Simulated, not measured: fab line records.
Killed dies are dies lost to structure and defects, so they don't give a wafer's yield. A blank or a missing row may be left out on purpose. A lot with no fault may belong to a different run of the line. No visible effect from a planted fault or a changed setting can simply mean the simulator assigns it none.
Chamber matching || flow n5Finfet || N5_MOL_CONTACT_COAG_DESCUM_13 on rieDiel-01 has 4 sister chambers
The step chemistry O2, time 7 s. 33 wafers are shown with their chamber, then 12 later ones without.

== WAFERS WITH THEIR CHAMBER ==
{"wafer": "L074.1", "chamber": 0, "throttleValvePct (%)": 20.8, "showerheadPlenumPTorr (Torr)": 2.16, "rfVppV (V)": 243.0}
{"wafer": "L074.5", "chamber": 0, "throttleValvePct (%)": 20.8, "showerheadPlenumPTorr (Torr)": 2.16, "rfVppV (V)": 243.3}
{"wafer": "L074.6", "chamber": 1, "throttleValvePct (%)": 20.8, "showerheadPlenumPTorr (Torr)": 2.17, "rfVppV (V)": 245.2}
{"wafer": "L075.3", "chamber": 3, "throttleValvePct (%)": 20.2, "showerheadPlenumPTorr (Torr)": 2.13, "rfVppV (V)": 244.5}
{"wafer": "L075.4", "chamber": 2, "throttleValvePct (%)": 21.1, "showerheadPlenumPTorr (Torr)": 2.02, "rfVppV (V)": 240.1}
{"wafer": "L075.6", "chamber": 0, "throttleValvePct (%)": 20.8, "showerheadPlenumPTorr (Torr)": 2.16, "rfVppV (V)": 244.2}
{"wafer": "L077.1", "chamber": 0, "throttleValvePct (%)": 20.9, "showerheadPlenumPTorr (Torr)": 2.16, "rfVppV (V)": 244.7}
{"wafer": "L077.4", "chamber": 3, "throttleValvePct (%)": 20.2, "showerheadPlenumPTorr (Torr)": 2.13, "rfVppV (V)": 243.7}
{"wafer": "L077.5", "chamber": 3, "throttleValvePct (%)": 20.2, "showerheadPlenumPTorr (Torr)": 2.13, "rfVppV (V)": 242.8}
{"wafer": "L078.1", "chamber": 2, "throttleValvePct (%)": 21.1, "showerheadPlenumPTorr (Torr)": 2.01, "rfVppV (V)": 241.1}
{"wafer": "L078.3", "chamber": 3, "throttleValvePct (%)": 20.2, "showerheadPlenumPTorr (Torr)": 2.13, "rfVppV (V)": 243.3}
{"wafer": "L078.5", "chamber": 3, "throttleValvePct (%)": 20.2, "showerheadPlenumPTorr (Torr)": 2.13, "rfVppV (V)": 243.2}
{"wafer": "L080.3", "chamber": 3, "throttleValvePct (%)": 20.2, "showerheadPlenumPTorr (Torr)": 2.13, "rfVppV (V)": 243.1}
{"wafer": "L080.5", "chamber": 0, "throttleValvePct (%)": 20.9, "showerheadPlenumPTorr (Torr)": 2.15, "rfVppV (V)": 245.1}
{"wafer": "L080.6", "chamber": 2, "throttleValvePct (%)": 21.1, "showerheadPlenumPTorr (Torr)": 2.01, "rfVppV (V)": 241.6}
{"wafer": "L081.1", "chamber": 3, "throttleValvePct (%)": 20.2, "showerheadPlenumPTorr (Torr)": 2.13, "rfVppV (V)": 244.6}
{"wafer": "L081.3", "chamber": 1, "throttleValvePct (%)": 20.8, "showerheadPlenumPTorr (Torr)": 2.17, "rfVppV (V)": 242.9}
{"wafer": "L081.6", "chamber": 1, "throttleValvePct (%)": 20.8, "showerheadPlenumPTorr (Torr)": 2.17, "rfVppV (V)": 243.3}
{"wafer": "L083.1", "chamber": 2, "throttleValvePct (%)": 21.1, "showerheadPlenumPTorr (Torr)": 2.01, "rfVppV (V)": 240.7}
{"wafer": "L083.2", "chamber": 1, "throttleValvePct (%)": 20.8, "showerheadPlenumPTorr (Torr)": 2.16, "rfVppV (V)": 243.6}
{"wafer": "L083.3", "chamber": 3, "throttleValvePct (%)": 20.2, "showerheadPlenumPTorr (Torr)": 2.12, "rfVppV (V)": 245.0}
{"wafer": "L085.1", "chamber": 2, "throttleValvePct (%)": 21.1, "showerheadPlenumPTorr (Torr)": 2.01, "rfVppV (V)": 241.9}
{"wafer": "L085.3", "chamber": 3, "throttleValvePct (%)": 20.2, "showerheadPlenumPTorr (Torr)": 2.12, "rfVppV (V)": 243.1}
{"wafer": "L085.6", "chamber": 3, "throttleValvePct (%)": 20.2, "showerheadPlenumPTorr (Torr)": 2.12, "rfVppV (V)": 243.5}
{"wafer": "L088.3", "chamber": 1, "throttleValvePct (%)": 20.9, "showerheadPlenumPTorr (Torr)": 2.16, "rfVppV (V)": 245.0}
{"wafer": "L088.4", "chamber": 0, "throttleValvePct (%)": 20.4, "showerheadPlenumPTorr (Torr)": 2.15, "rfVppV (V)": 245.1}
{"wafer": "L088.5", "chamber": 1, "throttleValvePct (%)": 20.9, "showerheadPlenumPTorr (Torr)": 2.16, "rfVppV (V)": 245.1}
{"wafer": "L089.2", "chamber": 0, "throttleValvePct (%)": 20.4, "showerheadPlenumPTorr (Torr)": 2.15, "rfVppV (V)": 244.1}
{"wafer": "L089.3", "chamber": 1, "throttleValvePct (%)": 20.8, "showerheadPlenumPTorr (Torr)": 2.16, "rfVppV (V)": 242.9}
{"wafer": "L089.5", "chamber": 0, "throttleValvePct (%)": 20.4, "showerheadPlenumPTorr (Torr)": 2.15, "rfVppV (V)": 243.7}
{"wafer": "L090.2", "chamber": 0, "throttleValvePct (%)": 20.5, "showerheadPlenumPTorr (Torr)": 2.15, "rfVppV (V)": 243.8}
{"wafer": "L090.5", "chamber": 1, "throttleValvePct (%)": 20.9, "showerheadPlenumPTorr (Torr)": 2.16, "rfVppV (V)": 244.2}
{"wafer": "L090.6", "chamber": 2, "throttleValvePct (%)": 20.7, "showerheadPlenumPTorr (Torr)": 2.28, "rfVppV (V)": 244.8}

SIGNATURES, as means of the wafers listed above
{"reading": "throttleValvePct", "chamber 0": 20.656, "chamber 1": 20.837, "chamber 2": 21.033, "chamber 3": 20.200, "scatter within a chamber": 0.138}
{"reading": "showerheadPlenumPTorr", "chamber 0": 2.1544, "chamber 1": 2.1638, "chamber 2": 2.0567, "chamber 3": 2.1270, "scatter within a chamber": 0.0457}
{"reading": "rfVppV", "chamber 0": 244.111, "chamber 1": 244.025, "chamber 2": 241.700, "chamber 3": 243.680, "scatter within a chamber": 1.02}
Rule: a wafer's distance from a chamber is the root of the sum, over the readings, of the square of ((its reading less the chamber's mean) divided by the reading's scatter). If the next closest chamber is less than 2 further off than the closest, the wafer can't be placed; otherwise it belongs to the closest. The scatter: the root of (the sum of the squares of (reading less its chamber's mean) over the shown wafers, divided by (wafers less chambers)).

== WAFERS WHOSE CHAMBER IS MISSING ==
{"wafer": "L091.2", "throttleValvePct (%)": 20.9, "showerheadPlenumPTorr (Torr)": 2.16, "rfVppV (V)": 244.1}
{"wafer": "L091.5", "throttleValvePct (%)": 20.7, "showerheadPlenumPTorr (Torr)": 2.28, "rfVppV (V)": 246.1}
{"wafer": "L091.6", "throttleValvePct (%)": 20.3, "showerheadPlenumPTorr (Torr)": 2.12, "rfVppV (V)": 242.2}
{"wafer": "L092.1", "throttleValvePct (%)": 20.7, "showerheadPlenumPTorr (Torr)": 2.27, "rfVppV (V)": 246.2}
{"wafer": "L092.2", "throttleValvePct (%)": 20.3, "showerheadPlenumPTorr (Torr)": 2.12, "rfVppV (V)": 242.8}
{"wafer": "L092.5", "throttleValvePct (%)": 20.3, "showerheadPlenumPTorr (Torr)": 2.12, "rfVppV (V)": 244.1}
{"wafer": "L093.3", "throttleValvePct (%)": 20.5, "showerheadPlenumPTorr (Torr)": 2.15, "rfVppV (V)": 243.2}
{"wafer": "L093.4", "throttleValvePct (%)": 20.9, "showerheadPlenumPTorr (Torr)": 2.15, "rfVppV (V)": 245.9}
{"wafer": "L093.6", "throttleValvePct (%)": 20.9, "showerheadPlenumPTorr (Torr)": 2.15, "rfVppV (V)": 243.1}
{"wafer": "L096.2", "throttleValvePct (%)": 20.9, "showerheadPlenumPTorr (Torr)": 2.15, "rfVppV (V)": 242.7}
{"wafer": "L096.3", "throttleValvePct (%)": 20.3, "showerheadPlenumPTorr (Torr)": 2.11, "rfVppV (V)": 246.2}
{"wafer": "L096.4", "throttleValvePct (%)": 20.5, "showerheadPlenumPTorr (Torr)": 2.14, "rfVppV (V)": 244.6}

== WHICH CHAMBER EACH ONE RAN IN ==
{"wafer": "L091.2", "from the rows above": "can't be placed: 1 or 0", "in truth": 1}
{"wafer": "L091.5", "from the rows above": "can't be placed: 0 or 1", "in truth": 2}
{"wafer": "L091.6", "from the rows above": "can't be placed: 3 or 0", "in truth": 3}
{"wafer": "L092.1", "from the rows above": "can't be placed: 0 or 1", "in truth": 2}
{"wafer": "L092.2", "from the rows above": "can't be placed: 3 or 0", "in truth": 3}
{"wafer": "L092.5", "from the rows above": "can't be placed: 3 or 0", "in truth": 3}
{"wafer": "L093.3", "from the rows above": "can't be placed: 0 or 3 or 1", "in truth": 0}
{"wafer": "L093.4", "from the rows above": "can't be placed: 1 or 0", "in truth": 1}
{"wafer": "L093.6", "from the rows above": "can't be placed: 1 or 0 or 2", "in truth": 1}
{"wafer": "L096.2", "from the rows above": "can't be placed: 1 or 0 or 2", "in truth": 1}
{"wafer": "L096.3", "from the rows above": "can't be placed: 3 or 0 or 1", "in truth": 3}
{"wafer": "L096.4", "from the rows above": "can't be placed: 0 or 3 or 1", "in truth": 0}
Correctly placed: 0 of 12. From these rows, 12 cannot be placed; in 10 the true chamber is one of the candidates. Wrongly placed: 0.
